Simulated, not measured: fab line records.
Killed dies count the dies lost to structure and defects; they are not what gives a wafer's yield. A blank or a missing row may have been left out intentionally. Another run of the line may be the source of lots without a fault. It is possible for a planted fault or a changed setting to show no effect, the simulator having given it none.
What tool caused it?	flow n5-finfet	24 lots, 72 wafers sampled, at 5 steps of a route of 1938

== WHAT THE GAUGES READ, wafer by wafer ==
N5_BEOL_M1_RS_MEAS_58: measures by four-point-probe.
lot	measured	on	M1_RS (ohm/sq)
L075	day 7 04:19	film-metro-02	0.65 0.64 0.62
L074	day 6 21:15	film-metro-01	0.69 0.67 0.66
L076	day 7 07:00	film-metro-01	0.67 0.63 0.65
L077	day 7 17:22	film-metro-01	0.71 0.63 0.65
L078	day 7 21:07	film-metro-02	0.68 0.72 0.75
L079	day 8 07:23	film-metro-02	0.74 0.66 0.70
L081	day 8 16:49	film-metro-02	0.71 0.74 0.69
L080	day 8 17:05	film-metro-02	0.72 0.67 0.67
L082	day 8 17:33	film-metro-02	0.61 0.67 0.63
L083	day 9 01:41	film-metro-02	0.69 0.68 0.65
L084	day 9 04:23	film-metro-02	0.73 0.65 0.66
L085	day 9 09:29	film-metro-02	0.69 0.69 0.68
L086	day 9 10:17	film-metro-01	0.69 0.70 0.70
L087	day 10 04:16	film-metro-01	0.73 0.71 0.73
L088	day 10 03:30	film-metro-01	0.65 0.62 0.67
L089	day 10 19:20	film-metro-02	0.69 0.70 0.68
L091	day 11 00:25	film-metro-01	0.74 0.73 0.71
L090	day 11 05:29	film-metro-01	0.65 0.66 0.64
L092	day 11 08:35	film-metro-01	0.70 0.64 0.66
L093	day 11 13:51	film-metro-02	0.77 0.74 0.70
L094	day 12 08:16	film-metro-01	0.67 0.72 0.69
L095	day 12 11:47	film-metro-01	0.66 0.66 0.62
L096	day 12 20:26	film-metro-02	0.65 0.61 0.62
L097	day 13 01:08	film-metro-01	0.71 0.67 0.68

== EACH LOT AND THE TOOL THAT RAN IT (in order: tool; ch and the chambers of the sampled wafers; start) ==
lot	N5_BEOL_M1_DESCUM_33	N5_BEOL_M1_DEGAS_44	N5_BEOL_M1_ANNEAL_89	N5_BEOL_M1_ANNEAL_93
L075	rie-diel-02 ch 0,2,3, day 6 12:51	pvd-sputter-03, day 7 00:37	pvd-sputter-03, day 7 02:19	pvd-sputter-03, day 7 02:46
L074	rie-diel-01 ch 2,3, day 6 13:58	pvd-sputter-02, day 6 15:56	pvd-sputter-01, day 6 19:24	pvd-sputter-01, day 6 19:50
L076	rie-diel-01 ch 0,2,3, day 6 17:26	pvd-sputter-03, day 7 03:24	pvd-sputter-01, day 7 05:06	pvd-sputter-01, day 7 05:32
L077	rie-diel-02 ch 0,3, day 7 03:45	pvd-sputter-01, day 7 13:46	pvd-sputter-03, day 7 15:31	pvd-sputter-03, day 7 15:58
L078	rie-diel-02 ch 0,1,2, day 7 14:43	pvd-sputter-01, day 7 17:21	pvd-sputter-01, day 7 18:54	pvd-sputter-01, day 7 19:20
L079	rie-diel-02 ch 0,1,3, day 7 18:53	pvd-sputter-03, day 8 03:46	pvd-sputter-03, day 8 05:32	pvd-sputter-03, day 8 05:59
L081	rie-diel-03 ch 0,2, day 7 22:23	pvd-sputter-03, day 8 08:36	pvd-sputter-01, day 8 10:19	pvd-sputter-01, day 8 10:46
L080	rie-diel-02 ch 0,1,3, day 8 01:09	pvd-sputter-03, day 8 08:41	pvd-sputter-02, day 8 10:38	pvd-sputter-02, day 8 11:05
L082	rie-diel-01 ch 0,1,2, day 8 04:25	pvd-sputter-03, day 8 08:53	pvd-sputter-03, day 8 10:50	pvd-sputter-03, day 8 11:17
L083	rie-diel-01 ch 0,3, day 8 19:25	pvd-sputter-01, day 8 20:24	pvd-sputter-02, day 8 21:55	pvd-sputter-02, day 8 22:22
L084	rie-diel-03 ch 0,3, day 8 20:56	pvd-sputter-01, day 8 23:28	pvd-sputter-03, day 9 01:13	pvd-sputter-03, day 9 01:39
L085	rie-diel-03 ch 1,2,3, day 9 03:47	pvd-sputter-03, day 9 04:53	pvd-sputter-03, day 9 06:32	pvd-sputter-03, day 9 06:59
L086	rie-diel-03 ch 1,2,3, day 9 03:58	pvd-sputter-03, day 9 04:58	pvd-sputter-01, day 9 08:18	pvd-sputter-01, day 9 08:44
L087	rie-diel-03 ch 0,1,3, day 9 12:48	pvd-sputter-01, day 9 23:01	pvd-sputter-01, day 10 02:24	pvd-sputter-01, day 10 02:50
L088	rie-diel-01 ch 0,1, day 9 16:41	pvd-sputter-03, day 9 22:59	pvd-sputter-01, day 10 00:34	pvd-sputter-01, day 10 01:00
L089	rie-diel-01 ch 0,3, day 10 00:34	pvd-sputter-03, day 10 13:10	pvd-sputter-03, day 10 14:53	pvd-sputter-03, day 10 15:20
L091	rie-diel-01 ch 0,3, day 10 14:38	pvd-sputter-03, day 10 17:29	pvd-sputter-01, day 10 19:05	pvd-sputter-01, day 10 19:31
L090	rie-diel-03 ch 1,2,3, day 10 18:30	pvd-sputter-03, day 10 20:43	pvd-sputter-03, day 10 22:19	pvd-sputter-03, day 10 22:46
L092	rie-diel-01 ch 0,1,3, day 10 22:13	pvd-sputter-02, day 11 01:32	pvd-sputter-02, day 11 03:10	pvd-sputter-02, day 11 03:41
L093	rie-diel-01 ch 0,1,2, day 11 05:56	pvd-sputter-03, day 11 07:58	pvd-sputter-03, day 11 09:37	pvd-sputter-03, day 11 10:03
L094	rie-diel-02 ch 1,2,3, day 11 14:53	pvd-sputter-02, day 12 03:54	pvd-sputter-03, day 12 06:26	pvd-sputter-03, day 12 06:52
L095	rie-diel-01 ch 1,2,3, day 11 17:19	pvd-sputter-03, day 12 07:41	pvd-sputter-02, day 12 09:53	pvd-sputter-02, day 12 10:20
L096	rie-diel-01 ch 0,1,2, day 12 09:09	pvd-sputter-02, day 12 16:57	pvd-sputter-02, day 12 18:35	pvd-sputter-02, day 12 19:02
L097	rie-diel-03 ch 0,3, day 12 09:27	pvd-sputter-01, day 12 21:31	pvd-sputter-03, day 12 23:17	pvd-sputter-03, day 12 23:44
- N5_BEOL_M1_DESCUM_33: chemistry O2, time 7 s.
- N5_BEOL_M1_DEGAS_44: time 60 s.
- N5_BEOL_M1_ANNEAL_89: time 240 s.
- N5_BEOL_M1_ANNEAL_93: time 240 s.

== AS READ BY THE TOOLS THEMSELVES (means over the sampled wafers that have a number; for cases with no such wafer, the mark the record gives instead) ==
N5_BEOL_M1_DESCUM_33.
lot	tool	drypump-motor-current-A (A)	oes-product-au (a.u.)	rf-vpp-V (V)	showerhead-plenum-p-Torr (Torr)	throttle-valve-pct (%)
L075	rie-diel-02	5.5	0.87	243.1	2.12	20.40
L074	rie-diel-01	6.1	0.74	243.1	2.05	20.53
L076	rie-diel-01	5.9	0.74	242.8	2.09	20.65
L077	rie-diel-02	5.5	0.90	243.3	2.12	20.23
L078	rie-diel-02	5.7	0.77	243.4	2.09	20.44
L079	rie-diel-02	5.5	0.87	244.1	2.16	20.46
L081	rie-diel-03	5.4	0.76	243.2	2.10	20.66
L080	rie-diel-02	5.5	0.86	244.9	2.16	20.46
L082	rie-diel-01	5.7	0.74	243.3	2.11	20.72
L083	rie-diel-01	6.0	0.73	242.0	2.06	20.67
L084	rie-diel-03	5.5	0.74	242.7	2.10	20.83
L085	rie-diel-03	5.6	0.81	244.5	2.14	20.74
L086	rie-diel-03	5.6	0.82	243.5	2.14	20.74
L087	rie-diel-03	5.6	0.81	243.9	2.14	20.70
L088	rie-diel-01	5.8	0.72	243.2	2.09	20.76
L089	rie-diel-01	5.9	0.72	242.7	2.06	20.70
L091	rie-diel-01	6.0	0.72	244.0	2.06	20.70
L090	rie-diel-03	5.6	0.79	243.8	2.13	20.76
L092	rie-diel-01	6.0	0.73	242.5	2.05	20.66
L093	rie-diel-01	5.8	0.72	244.1	2.11	20.76
L094	rie-diel-02	5.4	0.78	243.8	2.15	20.68
L095	rie-diel-01	6.0	0.71	243.1	2.07	20.65
L096	rie-diel-01	5.8	0.71	243.0	2.10	20.78
L097	rie-diel-03	5.5	0.72	242.9	2.09	20.86

N5_BEOL_M1_DEGAS_44.
lot	tool	heater-power-w (W)
L075	pvd-sputter-03	329
L074	pvd-sputter-02	348
L076	pvd-sputter-03	337
L077	pvd-sputter-01	360
L078	pvd-sputter-01	308
L079	pvd-sputter-03	342
L081	pvd-sputter-03	310
L080	pvd-sputter-03	331
L082	pvd-sputter-03	329
L083	pvd-sputter-01	305
L084	pvd-sputter-01	296
L085	pvd-sputter-03	309
L086	pvd-sputter-03	312
L087	pvd-sputter-01	356
L088	pvd-sputter-03	341
L089	pvd-sputter-03	297
L091	pvd-sputter-03	320
L090	pvd-sputter-03	309
L092	pvd-sputter-02	354
L093	pvd-sputter-03	326
L094	pvd-sputter-02	369
L095	pvd-sputter-03	323
L096	pvd-sputter-02	343
L097	pvd-sputter-01	359

N5_BEOL_M1_ANNEAL_89.
lot	tool	heater-power-w (W)
L075	pvd-sputter-03	774
L074	pvd-sputter-01	764
L076	pvd-sputter-01	766
L077	pvd-sputter-03	845
L078	pvd-sputter-01	758
L079	pvd-sputter-03	842
L081	pvd-sputter-01	867
L080	pvd-sputter-02	884
L082	pvd-sputter-03	846
L083	pvd-sputter-02	897
L084	pvd-sputter-03	901
L085	pvd-sputter-03	875
L086	pvd-sputter-01	870
L087	pvd-sputter-01	779
L088	pvd-sputter-01	745
L089	pvd-sputter-03	885
L091	pvd-sputter-01	772
L090	pvd-sputter-03	846
L092	pvd-sputter-02	905
L093	pvd-sputter-03	844
L094	pvd-sputter-03	770
L095	pvd-sputter-02	900
L096	pvd-sputter-02	851
L097	pvd-sputter-03	841

N5_BEOL_M1_ANNEAL_93.
lot	tool	heater-power-w (W)
L075	pvd-sputter-03	775
L074	pvd-sputter-01	759
L076	pvd-sputter-01	764
L077	pvd-sputter-03	860
L078	pvd-sputter-01	762
L079	pvd-sputter-03	859
L081	pvd-sputter-01	873
L080	pvd-sputter-02	886
L082	pvd-sputter-03	848
L083	pvd-sputter-02	904
L084	pvd-sputter-03	911
L085	pvd-sputter-03	873
L086	pvd-sputter-01	873
L087	pvd-sputter-01	783
L088	pvd-sputter-01	750
L089	pvd-sputter-03	887
L091	pvd-sputter-01	767
L090	pvd-sputter-03	841
L092	pvd-sputter-02	907
L093	pvd-sputter-03	845
L094	pvd-sputter-03	782
L095	pvd-sputter-02	895
L096	pvd-sputter-02	858
L097	pvd-sputter-03	853

== THE ANSWER, worked out from the rows above alone ==
Rule: the lots themselves supply what counts as usual. Put in order of their means at a reading, lots are off if they are a third of the lots or fewer, leave a main group of 4 or more, and stand apart from it by a gap of 3 or more times the standard deviation of the main group's means; of several such gaps the widest counts. If all means in a main group match to the digits the tables above print for the reading, that group is not used. A lot without any number at a reading at which 4 lots or more have one is off too. Any other lot the step has rows for is counted as sound. First the gauges in route order, then the tools' own readings, where a lot's mean is used as printed above. The first step at which some lot is off is used, and at that step the reading that is off furthest; a lot without a number counts as furthest.
None of the lots is off at any reading shown; this tells nothing.

== WHAT THE SIMULATOR PUT IN ==
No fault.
